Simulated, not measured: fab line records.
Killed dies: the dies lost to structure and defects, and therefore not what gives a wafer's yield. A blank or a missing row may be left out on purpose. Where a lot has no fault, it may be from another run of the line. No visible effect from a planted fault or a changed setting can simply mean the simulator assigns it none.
fab line records	flow n5-finfet
[record] lots = 7	wafers = 39
route steps=1938 shown WELL_APT@26 DUMMY_GATE@215 SD_EPI_P@321 MOL_CONTACT_COAG@586 BEOL_M0_CUTY@713 BEOL_M0@715 BEOL_M2@887
start-h: hours from the record's first day to the start of the lot's first wafer shown	wait-h: hours elapsed since this lot's preceding step	" unchanged from the row above	L1.1+2: a row that stands for several wafers	- value missing, or start not given	* or withheld: withheld	< > ~ a bound
route shown NAME@n: names a module that has steps shown in the file, with the first one's number in the route	usual: average and standard deviation across the fault-free wafers	same: alike in all rows	chamber/n: place in a boat	sites: per-site readings	_std_site: their standard deviation	_edge_site: the outer-site mean with the inner-site mean subtracted	radius-mm: how far each site lies from the wafer's centre	mask NAME#n: copy n	behind: the most recent tool/chamber to have shaped the wafer	hold: why the lot was held/for how many hours/how that ended	device: transistor that didn't switch, given as n, p or np	end of line: at the end of the route, the tests of the same wafers	a step given without rows: its recipe and nothing more	killed: at the first sort, the dies lost to defects and structure; wafer yield is something else	map: per-die view of a wafer (x killed, . not killed, _ where there is no die)
set.NAME: setting as actually run; set.NAME@STEP: the setting as run at that earlier step	model.NAME: the simulator's own value behind a step, which no gauge read
one table per step and one row per wafer, for lots whose settings were changed on purpose
[[steps]]
[step N5_WELL_APT_DEVELOP_07]
[recipe] develop-time-s = 45	rinse-liquid = surfactant-rinse	dry = air-spin	dev-temp-c = 21
lot.wafer	tool	chamber	start-h	wait-h	set.develop-time-s
L083.1+2+3	litho-track-03	0	-	-	34.06
L083.4+5+6	"	0	"	"	45
L087.1+3+4	litho-track-05	0	-	-	45
L089.1+3+5	litho-track-03	0	-	-	45
L089.2+4+6	"	0	"	"	18.64
L091.1+2+3+4+5+6	litho-track-03	0	-	-	45
L092.1+2+6	litho-track-03	0	-	-	34.97
L092.3+4+5	"	0	"	"	45
L094.1+2+4	litho-track-05	0	-	-	18.41
L094.3+5+6	"	0	"	"	45
L095.1+2+6	litho-track-05	0	-	-	58.44
L095.3+4+5	"	0	"	"	45
[step N5_WELL_APT_HARDBAKE_12]
[recipe] temp-c = 130	time-s = 120
[step N5_WELL_APT_CD_MEAS_08]
[recipe] target-cd-nm = 200	landing-energy-ev = 500	detector = se-inlens
[usual] cd-nm = 201.0/1.1
lot.wafer	tool	chamber	start-h	wait-h	set.develop-time-s@WELL_APT_DEVELOP_07	cd-nm
L083.1	cd-sem-03	0	67.56	-	34.06	200.0
L083.2	"	0	"	"	34.06	199.2
L083.3	"	0	"	"	34.06	200.0
L083.4	"	0	"	"	45	199.2
L083.5	"	0	"	"	45	199.8
L083.6	"	0	"	"	45	201.8
L087.1	cd-sem-01	0	91.97	-	45	201.3
L087.3	"	0	"	"	45	201.9
L087.4	"	0	"	"	45	201.3
L089.1	cd-sem-02	0	103.90	-	45	201.9
L089.2	"	0	"	"	18.64	197.2
L089.3	"	0	"	"	45	201.4
L089.4	"	0	"	"	18.64	196.8
L089.5	"	0	"	"	45	201.0
L089.6	"	0	"	"	18.64	196.3
L091.1	cd-sem-01	0	115.73	-	45	199.7
L091.2	"	0	"	"	45	201.1
L091.3	"	0	"	"	45	199.1
L091.4	"	0	"	"	45	200.0
L091.5	"	0	"	"	45	199.5
L091.6	"	0	"	"	45	201.2
L092.1	cd-sem-01	0	121.81	-	34.97	200.0
L092.2	"	0	"	"	34.97	199.5
L092.3	"	0	"	"	45	202.1
L092.4	"	0	"	"	45	202.7
L092.5	"	0	"	"	45	201.2
L092.6	"	0	"	"	34.97	199.5
L094.1	cd-sem-02	0	133.68	-	18.41	195.7
L094.2	"	0	"	"	18.41	196.9
L094.3	"	0	"	"	45	201.2
L094.4	"	0	"	"	18.41	197.7
L094.5	"	0	"	"	45	200.5
L094.6	"	0	"	"	45	202.8
L095.1	cd-sem-02	0	139.68	-	58.44	201.2
L095.2	"	0	"	"	58.44	203.1
L095.3	"	0	"	"	45	201.1
L095.4	"	0	"	"	45	201.2
L095.5	"	0	"	"	45	201.3
L095.6	"	0	"	"	58.44	202.5
[step N5_WELL_APT_DESCUM_13]
[recipe] chemistry = O2	time-s = 7.9	source-power-w = 50	bias-power-w = 20	pressure-mtorr = 20	rf-frequency-hz = 2.712e+07	temp-c = 40	o2-flow-sccm = 225
lot.wafer	tool	chamber	start-h	wait-h	set.develop-time-s@WELL_APT_DEVELOP_07	model.WELL_APT.cd-nm
L083.1	rie-diel-02	0	67.65	0.0	34.06	200.3
L083.2	"	1	"	"	34.06	199.5
L083.3	"	3	"	"	34.06	199.8
L083.4	"	2	"	"	45	199.1
L083.5	"	0	"	"	45	199.7
L083.6	"	3	"	"	45	201.6
L087.1	rie-diel-02	2	92.05	0.0	45	201.2
L087.3	"	1	"	"	45	201.6
L087.4	"	1	"	"	45	201.1
L089.1	rie-diel-02	3	103.99	0.0	45	201.7
L089.2	"	1	"	"	18.64	197.5
L089.3	"	2	"	"	45	201.5
L089.4	"	3	"	"	18.64	196.9
L089.5	"	2	"	"	45	201.1
L089.6	"	1	"	"	18.64	196.5
L091.1+4+5	rie-diel-02	1,0,3	115.83	0.0	45	199.8
L091.2	"	0	"	"	45	200.8
L091.3	"	3	"	"	45	199
L091.6	"	1	"	"	45	201.5
L092.1	rie-diel-06	0	121.90	0.0	34.97	200
L092.2	"	2	"	"	34.97	199.8
L092.3	"	1	"	"	45	202
L092.4	"	3	"	"	45	202.5
L092.5	"	2	"	"	45	201.1
L092.6	"	1	"	"	34.97	199.5
L094.1	rie-diel-06	0	133.77	0.0	18.41	195.7
L094.2	"	1	"	"	18.41	197.4
L094.3	"	3	"	"	45	201.2
L094.4	"	2	"	"	18.41	197.3
L094.5	"	1	"	"	45	200.4
L094.6	"	2	"	"	45	202.3
L095.1	rie-diel-04	0	139.77	0.0	58.44	201.2
L095.2	"	2	"	"	58.44	203.2
L095.3+5	"	3,0	"	"	45	201.2
L095.4	"	1	"	"	45	201.3
L095.6	"	3	"	"	58.44	202.5
[step N5_DUMMY_GATE_CVD_03]
[recipe] material = a-Si	target-thk-a = 1500	temp-c = 530	precursor = SiH4	time-s = 8042
lot.wafer	tool	chamber	start-h	wait-h	set.target-thk-a	model.a-Si_of_DUMMY_GATE_CVD_03.thk-nm
L083.1	-	-	-	0.1	1500	149.4
L083.2+6	"	-	"	"	1500	150.8
L083.3	"	-	"	"	1500	151
L083.4	"	-	"	"	1500	149.8
L083.5	"	-	"	"	1500	150.6
L087.1	lpcvd-01	0/90	116.85	0.1	1500	150.2
L087.3	"	0/100	"	"	1500	149.4
L087.4	"	0/104	"	"	1500	149.2
L089.1	-	-	-	0.1	2289	228.2
L089.2	"	-	"	"	2289	229.2
L089.3	"	-	"	"	2289	227.2
L089.4+6	"	-	"	"	2289	228
L089.5	"	-	"	"	2289	227.6
L091.1+3+5	-	-	-	0.1	697.2	70.8
L091.2	"	-	"	"	697.2	70.6
L091.4	"	-	"	"	697.2	71.6
L091.6	"	-	"	"	697.2	71.2
L092.1+2+6	-	-	-	0.1	1780	177.4
L092.3	"	-	"	"	1780	175.2
L092.4	"	-	"	"	1780	175.6
L092.5	"	-	"	"	1780	176
L094.1	-	-	-	2.1	797.2	80
L094.2	"	-	"	"	797.2	80.2
L094.3+5	"	-	"	"	797.2	80.8
L094.4+6	"	-	"	"	797.2	81.4
L095.1	-	-	-	0.1	1500	151.6
L095.2	"	-	"	"	1500	149.8
L095.3+4	"	-	"	"	1500	150.8
L095.5	"	-	"	"	1500	150.6
L095.6	"	-	"	"	1500	150
[step N5_DUMMY_GATE_PRECLEAN_46]
[recipe] chemistry = DIW	time-s = 89.5	temp-c = 23
[step N5_DUMMY_GATE_SRD_47]
[recipe] dry-time-s = 32	dry = n2-spin	spin-rpm = 1500
[step N5_DUMMY_GATE_CMP_04]
[recipe] material = a-Si	post-cmp-clean = alkaline-brush
[usual] time-to-endpoint-s = 14.8/2.1
lot.wafer	tool	chamber	start-h	wait-h	set.target-thk-a@DUMMY_GATE_CVD_03	time-to-endpoint-s
L083.2	cmp-01	1	94.65	0.0	1500	15.6
L083.1	"	2	"	"	1500	14.2
L083.3	"	3	"	"	1500	14.2
L083.4	"	0	"	"	1500	16.2
L083.5	"	1	"	"	1500	17.4
L083.6	"	2	"	"	1500	15.4
L087.3	cmp-01	0	120.61	0.0	1500	16.8
L087.4	"	1	"	"	1500	15.0
L087.1	"	2	"	"	1500	14.8
L089.2	cmp-03	1	130.64	0.0	2289	29.4
L089.3	"	2	"	"	2289	26.1
L089.1	"	3	"	"	2289	29.0
L089.4	"	0	"	"	2289	27.3
L089.6	"	1	"	"	2289	27.2
L089.5	"	2	"	"	2289	23.8
L091.1	cmp-01	0	142.77	0.0	697.2	-
L091.3	"	1	"	"	697.2	-
L091.2	"	2	"	"	697.2	-
L091.4	"	3	"	"	697.2	-
L091.5	"	0	"	"	697.2	-
L091.6	"	1	"	"	697.2	-
L092.4	cmp-03	3	149.69	0.0	1780	17.7
L092.3	"	0	"	"	1780	17.8
L092.2	"	1	"	"	1780	18.2
L092.1	"	2	"	"	1780	15.3
L092.5	"	3	"	"	1780	19.4
L092.6	"	0	"	"	1780	19.3
L094.1	cmp-04	0	163.43	0.0	797.2	3.7
L094.2	"	1	"	"	797.2	1.8
L094.3	"	2	"	"	797.2	0.7
L094.4	"	3	"	"	797.2	3.7
L094.5	"	0	"	"	797.2	3.0
L094.6	"	1	"	"	797.2	1.9
L095.3	cmp-04	3	167.75	0.0	1500	14.9
L095.4	"	0	"	"	1500	15.6
L095.2	"	1	"	"	1500	13.6
L095.1	"	2	"	"	1500	17.0
L095.6	"	3	"	"	1500	19.2
L095.5	"	0	"	"	1500	14.8
[step N5_SD_EPI_P_EPI_21]
[recipe] material = SiGe:B	dopant = B	temp-c = 550	pressure-torr = 20	ambient = H2	time-s = 355
lot.wafer	tool	chamber	start-h	wait-h	set.time-s	model.SiGe-B_of_SD_EPI_P_EPI_21.thk-nm
L083.1+3	epi-rpcvd-02	0	107.71	0.1	538.2	80.8
L083.2	"	0	"	"	355	60.6
L083.4	"	0	"	"	538.2	80.2
L083.5	"	0	"	"	355	61.4
L083.6	"	0	"	"	355	59.6
L087.1	epi-rpcvd-04	0	133.37	0.1	355	61
L087.3+4	"	0	"	"	355	60.6
L089.1	epi-rpcvd-04	0	144.05	0.1	355	61.8
L089.2	"	0	"	"	355	61.2
L089.3	"	0	"	"	177.3	33.6
L089.4	"	0	"	"	177.3	33.4
L089.5	"	0	"	"	355	61.6
L089.6	"	0	"	"	177.3	33.2
L091.1+6	epi-rpcvd-01	0	155.85	0.1	355	59.4
L091.2+5	"	0	"	"	355	59.8
L091.3	"	0	"	"	355	60.4
L091.4	"	0	"	"	355	59
L092.1	epi-rpcvd-02	0	164.40	0.1	489.3	76.2
L092.2	"	0	"	"	489.3	75.4
L092.3	"	0	"	"	355	61
L092.4	"	0	"	"	355	61.4
L092.5	"	0	"	"	489.3	75.6
L092.6	"	0	"	"	355	60.4
L094.1+3	epi-rpcvd-02	0	176.95	0.1	547.6	83.6
L094.2	"	0	"	"	355	61.8
L094.4	"	0	"	"	355	61.6
L094.5	"	0	"	"	547.6	82.6
L094.6	"	0	"	"	355	62
L095.1	epi-rpcvd-04	0	180.78	0.1	242.9	46.8
L095.2+4	"	0	"	"	355	62.6
L095.3	"	0	"	"	242.9	46.4
L095.5	"	0	"	"	242.9	46.2
L095.6	"	0	"	"	355	62.4
[step N5_SD_EPI_P_EPI_MEAS_23]
[recipe] mode = xrd
[usual] thk-nm = 61.2/1.4
lot.wafer	tool	chamber	start-h	wait-h	set.time-s@SD_EPI_P_EPI_21	thk-nm
L083.1	film-metro-01	-	109.91	1.8	538.2	81.8
L083.2	"	-	"	"	355	61.7
L083.3	"	-	"	"	538.2	80.4
L083.4	"	-	"	"	538.2	79.8
L083.5	"	-	"	"	355	59.5
L083.6	"	-	"	"	355	60.1
L087.1	film-metro-02	-	135.57	1.8	355	60.7
L087.3	"	-	"	"	355	59.7
L087.4	"	-	"	"	355	60.5
L089.1	film-metro-01	-	146.25	1.8	355	62.0
L089.2	"	-	"	"	355	60.4
L089.3	"	-	"	"	177.3	34.6
L089.4	"	-	"	"	177.3	32.2
L089.5	"	-	"	"	355	61.8
L089.6	"	-	"	"	177.3	32.7
L091.1	film-metro-02	-	158.05	1.8	355	59.8
L091.2	"	-	"	"	355	57.6
L091.3	"	-	"	"	355	60.5
L091.4	"	-	"	"	355	58.7
L091.5	"	-	"	"	355	59.2
L091.6	"	-	"	"	355	59.1
L092.1	film-metro-02	-	166.60	1.8	489.3	73.9
L092.2	"	-	"	"	489.3	75.8
L092.3	"	-	"	"	355	61.5
L092.4	"	-	"	"	355	63.4
L092.5	"	-	"	"	489.3	76.3
L092.6	"	-	"	"	355	59.4
L094.1	film-metro-01	-	179.15	1.8	547.6	82.6
L094.2	"	-	"	"	355	60.8
L094.3	"	-	"	"	547.6	82.8
L094.4	"	-	"	"	355	60.5
L094.5	"	-	"	"	547.6	82.6
L094.6	"	-	"	"	355	61.8
L095.1	film-metro-01	-	182.97	1.9	242.9	47.3
L095.2	"	-	"	"	355	63.8
L095.3	"	-	"	"	242.9	46.9
L095.4	"	-	"	"	355	61.2
L095.5	"	-	"	"	242.9	45.1
L095.6	"	-	"	"	355	60.9
[step N5_MOL_CONTACT_COAG_VIA_ETCH_46]
[recipe] chemistry = C4F6/O2	target-depth-a = 460	overetch-a = 92	mask-material = SOC	target = SiO2	bias-w = 455	pressure-mtorr = 10	time-s = 40	source-w = 325	Ar_flow_sccm = 300	C4F6_flow_sccm = 10	O2_flow_sccm = 10	ion-energy-ev = 575.3	ends = end-point
lot.wafer	tool	chamber	start-h	wait-h	set.target-depth-a	model.SOC_of_MOL_CONTACT_COAG_COAT_75.thk-nm
L083.1+4	rie-diel-06	2,0	149.07	0.0	460	50.8
L083.2+3	"	3,1	"	"	611.9	48.8
L083.5	"	1	"	"	611.9	49
L083.6	"	2	"	"	460	50.6
L087.1	rie-diel-06	3	176.81	0.0	460	50.6
L087.3	"	1	"	"	460	50.8
L087.4	"	0	"	"	460	51
L089.1	rie-diel-04	2	192.12	0.0	460	51
L089.2+5	"	1,3	"	"	574	49.4
L089.3	"	3	"	"	460	50.8
L089.4	"	1	"	"	574	49.6
L089.6	"	2	"	"	460	51.2
L091.1+4+6	rie-diel-06	3,1,2	203.14	0.0	460	50.8
L091.2+5	"	0,3	"	"	460	50.6
L091.3	"	2	"	"	460	51
L092.1+2+3+4+5	rie-diel-06	2,1,0,3,3	207.50	0.0	460	50.6
L092.6	"	0	"	"	460	50.8
L094.1	rie-diel-02	0	223.47	0.0	460	50.4
L094.2	"	3	"	"	460	51.2
L094.3	"	2	"	"	460	50.8
L094.4+5+6	"	1,3,2	"	"	460	51
L095.1	rie-diel-02	0	229.40	0.0	271.3	52.6
L095.2+4	"	1,3	"	"	271.3	53
L095.3	"	2	"	"	460	50.6
L095.5	"	0	"	"	460	50.4
L095.6	"	3	"	"	460	51
[step N5_BEOL_M0_CUTY_ETCH_63]
[recipe] chemistry = N2/H2	target = SOC	target-depth-a = 827	overetch-a = 165	mask-material = SiARC	temp-c = 40	ion-energy-ev = 200	time-s = 124	pressure-mtorr = 30	source-w = 840	bias-w = 150	n2-flow-sccm = 200	h2-flow-sccm = 200
lot.wafer	tool	chamber	start-h	wait-h	set.time-s	model.etch.depth-nm	model.SiO2_of_BEOL_M0_SAQP_SPACER2_ALD_26.thk-nm
L083.1	rie-diel-04	3	164.58	0.0	66.62	53	8.8
L083.2	"	0	"	"	66.62	52.51	8.8
L083.3	"	2	"	"	124	70.94	7.2
L083.4	"	3	"	"	66.62	52.85	8.8
L083.5	"	2	"	"	124	70.38	7
L083.6	"	0	"	"	124	71.01	7.2
L087.1	rie-diel-06	1	195.80	0.0	124	70.68	7.2
L087.3	"	0	"	"	124	71.08	7.2
L087.4	"	2	"	"	124	70.49	7.2
L089.1	rie-diel-06	3	208.42	0.0	81.21	65.67	8.4
L089.2	"	0	"	"	81.21	63.45	8.2
L089.3	"	1	"	"	124	70.37	7.2
L089.4	"	2	"	"	81.21	63.26	8.4
L089.5	"	2	"	"	124	70.95	7.2
L089.6	"	1	"	"	124	70.23	7
L091.1	rie-diel-04	1	218.62	0.0	124	70.03	7
L091.2	"	2	"	"	124	69.71	7
L091.3	"	3	"	"	124	70.49	7
L091.4	"	0	"	"	124	70.01	7
L091.5	"	2	"	"	124	69.97	7
L091.6	"	3	"	"	124	70.71	7
L092.1	rie-diel-02	0	221.03	0.0	54.61	45.25	9
L092.2	"	3	"	"	124	70.47	7.4
L092.3	"	2	"	"	124	71.13	7
L092.4	"	1	"	"	54.61	43.51	9.2
L092.5	"	1	"	"	124	70.65	7.2
L092.6	"	0	"	"	54.61	45.14	9
L094.1	rie-diel-06	0	237.37	0.0	124	70.58	7.2
L094.2	"	2	"	"	124	69.88	7.2
L094.3	"	1	"	"	193.9	70.3	5.2
L094.4	"	3	"	"	193.9	69.8	5
L094.5	"	1	"	"	124	70.53	7
L094.6	"	0	"	"	193.9	70.22	5.2
L095.1	rie-diel-04	3	243.38	0.0	124	70.3	7
L095.2	"	2	"	"	193.1	70.46	5
L095.3	"	1	"	"	124	70.91	7
L095.4	"	0	"	"	193.1	69.96	5
L095.5	"	3	"	"	193.1	70.49	5.2
L095.6	"	0	"	"	124	69.99	7
[step N5_BEOL_M0_CUTY_STRIP_64]
[recipe] chemistry = N2/H2	temp-c = 40	n2-flow-sccm = 200	h2-flow-sccm = 200	rf-frequency-hz = 6e+07
[step N5_BEOL_M0_ETCH_138]
[recipe] chemistry = CH3F/O2	target-depth-a = 120	target = SiCN	time-s = 31.6	ion-energy-ev = 120	pressure-mtorr = 30	source-w = 395	bias-w = 75	Ar_flow_sccm = 150	CH3F_flow_sccm = 30	O2_flow_sccm = 20	ends = cleared
[step N5_BEOL_M0_HM_OPEN_105]
[recipe] chemistry = Cl2/BCl3	target-depth-a = 120	target = TiN	ion-energy-ev = 150	pressure-mtorr = 10	icp-w = 1000	bias-w = 126	Cl2_flow_sccm = 53.25	bcl3-flow-sccm = 21.75	Ar_flow_sccm = 25
lot.wafer	tool	chamber	start-h	wait-h	set.time-s@BEOL_M0_CUTY_ETCH_63	model.SiO2_of_BEOL_M0_SAQP_SPACER2_ALD_26.thk-nm
L083.1+2+4	rie-metal-03	0,1,0	167.20	2.5	66.62	4.4
L083.3+6	"	1,0	"	"	124	2.8
L083.5	"	1	"	"	124	2.6
L087.1+3	rie-metal-03	0,1	196.02	0.1	124	2.8
L087.4	"	0	"	"	124	2.6
L089.1+4	rie-metal-03	0	210.67	2.1	81.21	4
L089.2	"	1	"	"	81.21	3.8
L089.3+5	"	1	"	"	124	2.8
L089.6	"	0	"	"	124	2.6
L091.1+2	rie-metal-03	1,0	219.79	1.0	124	2.8
L091.3+4+5+6	"	1,0,0,1	"	"	124	2.6
L092.1+4	rie-metal-03	1,0	225.37	4.2	54.61	4.8
L092.2	"	0	"	"	124	3
L092.3	"	1	"	"	124	2.6
L092.5	"	0	"	"	124	2.8
L092.6	"	1	"	"	54.61	4.6
L094.1+2	rie-metal-02	0,1	237.59	0.1	124	2.8
L094.3+4	"	0,1	"	"	193.9	1.4
L094.5	"	0	"	"	124	2.6
L094.6	"	1	"	"	193.9	1.6
L095.1+3	rie-metal-02	1	246.68	3.1	124	2.6
L095.2+4+5	"	0,0,1	"	"	193.1	1.4
L095.6	"	0	"	"	124	2.4
[step N5_BEOL_M2_VIA_ETCH_34]
[recipe] chemistry = C4F6/O2	target-depth-a = 694	mask-material = SOC	pressure-mtorr = 15	ion-energy-ev = 250	taper-deg = 4	time-s = 65.9	source-w = 350	bias-w = 170	Ar_flow_sccm = 300	C4F6_flow_sccm = 10	O2_flow_sccm = 10
lot.wafer	tool	chamber	start-h	wait-h	set.target-depth-a	model.etch.depth-nm	model.SOC_of_BEOL_M2_COAT_67.thk-nm
L083.1	rie-diel-04	3	192.43	0.0	694	70.09	51.8
L083.2	"	2	"	"	694	69.64	51.6
L083.3	"	1	"	"	694	69.49	51.6
L083.4	"	1	"	"	694	70.36	51.6
L083.5	"	3	"	"	694	69.62	51.6
L083.6	"	2	"	"	694	69.84	51.8
L087.1	rie-diel-04	0	225.83	0.0	694	72.35	51.4
L087.3	"	1	"	"	694	70.75	51.8
L087.4	"	3	"	"	694	70.15	51.8
L089.1	rie-diel-04	1	236.47	0.0	964.7	97.14	48.4
L089.2	"	3	"	"	694	69.68	52
L089.3	"	2	"	"	694	68.71	51.6
L089.4	"	0	"	"	694	71.45	51.4
L089.5	"	3	"	"	964.7	97.26	48.4
L089.6	"	2	"	"	964.7	96.6	48.6
L091.1	rie-diel-06	1	239.04	0.0	694	69.41	51.8
L091.2	"	0	"	"	694	67.89	51.8
L091.3	"	3	"	"	694	69.9	51.6
L091.4	"	2	"	"	480.7	47.14	54.2
L091.5	"	3	"	"	480.7	48.09	54.2
L091.6	"	0	"	"	480.7	47.17	54.2
L092.1	rie-diel-02	1	247.42	0.0	413.4	41.21	55
L092.2	"	2	"	"	694	70.03	51.6
L092.3	"	3	"	"	413.4	39.74	55.2
L092.4	"	0	"	"	694	70.84	51.8
L092.5	"	1	"	"	694	68.19	52
L092.6	"	2	"	"	413.4	41.68	55.2
L094.1	rie-diel-04	3	258.13	0.0	988.3	99.2	48.4
L094.2	"	0	"	"	694	70.76	51.6
L094.3	"	1	"	"	988.3	99.63	48.4
L094.4	"	2	"	"	694	69.15	52
L094.5	"	1	"	"	694	69.71	52
L094.6	"	2	"	"	988.3	98.88	48.4
L095.1	rie-diel-04	2	268.57	0.0	1013	102	48
L095.2	"	0	"	"	1013	104.5	47.6
L095.3	"	3	"	"	694	69.81	51.8
L095.4	"	1	"	"	694	70.57	52
L095.5	"	1	"	"	1013	102.5	48
L095.6	"	0	"	"	694	70.6	51.8
[[key]]
[split] step = N5_WELL_APT_DEVELOP_07	setting = develop-time-s	stated = 45	by = wafer
[response] step = N5_WELL_APT_CD_MEAS_08	reading = cd-nm	change = +0.0729	per = 1%	r = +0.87
[response] step = N5_WELL_APT_DESCUM_13	reading = model.WELL_APT.cd-nm	change = +0.0689	per = 1%	r = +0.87
[split] step = N5_DUMMY_GATE_CVD_03	setting = target-thk-a	stated = 1500	by = lot
[response] step = N5_DUMMY_GATE_CVD_03	reading = model.a-Si_of_DUMMY_GATE_CVD_03.thk-nm	change = +1.48	per = 1%	r = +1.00
[response] step = N5_DUMMY_GATE_CMP_04	reading = time-to-endpoint-s	change = *	per = 1%	r = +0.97
[split] step = N5_SD_EPI_P_EPI_21	setting = time-s	stated = 355	by = wafer
[response] step = N5_SD_EPI_P_EPI_21	reading = model.SiGe-B_of_SD_EPI_P_EPI_21.thk-nm	change = +0.444	per = 1%	r = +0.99
[response] step = N5_SD_EPI_P_EPI_MEAS_23	reading = thk-nm	change = *	per = 1%	r = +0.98
[split] step = N5_MOL_CONTACT_COAG_VIA_ETCH_46	setting = target-depth-a	stated = 460	by = wafer
[response] step = N5_MOL_CONTACT_COAG_VIA_ETCH_46	reading = model.SOC_of_MOL_CONTACT_COAG_COAT_75.thk-nm	change = -0.0561	per = 1%	r = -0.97
[split] step = N5_BEOL_M0_CUTY_ETCH_63	setting = time-s	stated = 124	by = wafer
[response] step = N5_BEOL_M0_CUTY_ETCH_63	reading = model.etch.depth-nm	shape = bent	at-lowest = 44.63	at-stated = 70.48	at-highest = 70.11
[response] step = N5_BEOL_M0_CUTY_ETCH_63	reading = model.SiO2_of_BEOL_M0_SAQP_SPACER2_ALD_26.thk-nm	change = -0.0348	per = 1%	r = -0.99
[response] step = N5_BEOL_M0_HM_OPEN_105	reading = model.SiO2_of_BEOL_M0_SAQP_SPACER2_ALD_26.thk-nm	change = -0.0283	per = 1%	r = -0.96
[split] step = N5_BEOL_M2_VIA_ETCH_34	setting = target-depth-a	stated = 694	by = wafer
[response] step = N5_BEOL_M2_VIA_ETCH_34	reading = model.etch.depth-nm	change = +0.703	per = 1%	r = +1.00
[response] step = N5_BEOL_M2_VIA_ETCH_34	reading = model.SOC_of_BEOL_M2_COAT_67.thk-nm	change = -0.0832	per = 1%	r = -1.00
